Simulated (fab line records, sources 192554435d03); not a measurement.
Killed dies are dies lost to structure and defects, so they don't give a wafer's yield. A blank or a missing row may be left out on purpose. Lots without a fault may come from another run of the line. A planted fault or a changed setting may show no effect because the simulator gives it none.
Chamber matching | flow n5_finfet | N5_BEOL_M1_ETCH_69 on rie_diel-01: 4 sister chambers
The step etches SiARC in CF4, target depth 15.6 nm, time 26 s. 8 wafers are shown with their chamber, then 7 later ones without.

WAFERS WITH THEIR CHAMBER
wafer  | chamber | throttle_valve_pct (%) | showerhead_plenum_p_Torr (Torr)
L076.4 | 3       | 15.99                  | 2.17
L078.4 | 1       | 16.06                  | 2.20
L080.3 | 1       | 16.06                  | 2.20
L083.1 | 0       | 15.95                  | 2.13
L083.3 | 2       | 15.71                  | 2.21
L083.6 | 3       | 16.02                  | 2.16
L084.1 | 0       | 15.95                  | 2.13
L084.2 | 2       | 15.70                  | 2.21

WAFERS WITHOUT THEIR CHAMBER
wafer  | throttle_valve_pct (%) | showerhead_plenum_p_Torr (Torr)
L084.5 | 16.02                  | 2.16
L090.2 | 15.98                  | 2.13
L090.3 | 15.58                  | 2.19
L090.5 | 15.56                  | 2.19
L096.2 | 15.75                  | 2.20
L096.3 | 15.61                  | 2.19
L096.5 | 16.00                  | 2.13

WHICH CHAMBER EACH WENT THROUGH
wafer  | from the rows above | in truth
L084.5 | 3                   | 3
L090.2 | 0                   | 0
L090.3 | 2                   | 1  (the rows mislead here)
L090.5 | 2                   | 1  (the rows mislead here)
L096.2 | 2                   | 2
L096.3 | 2                   | 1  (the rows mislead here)
L096.5 | 0                   | 0
Placed correctly: 4 of 7. Can't be placed from these rows: 0. Placed wrongly: 3.
How it was worked out, from the rows above alone: a wafer's distance from a chamber is the root of the sum, over the readings, of the square of ((its reading less the chamber's mean) divided by the reading's scatter). The wafer belongs to the nearest chamber; if the next one is less than 2 further off, it can't be placed. A chamber's mean is the mean of its shown wafers. The scatter: the root of (the sum of the squares of (reading less its chamber's mean) over the shown wafers, divided by (wafers less chambers)).
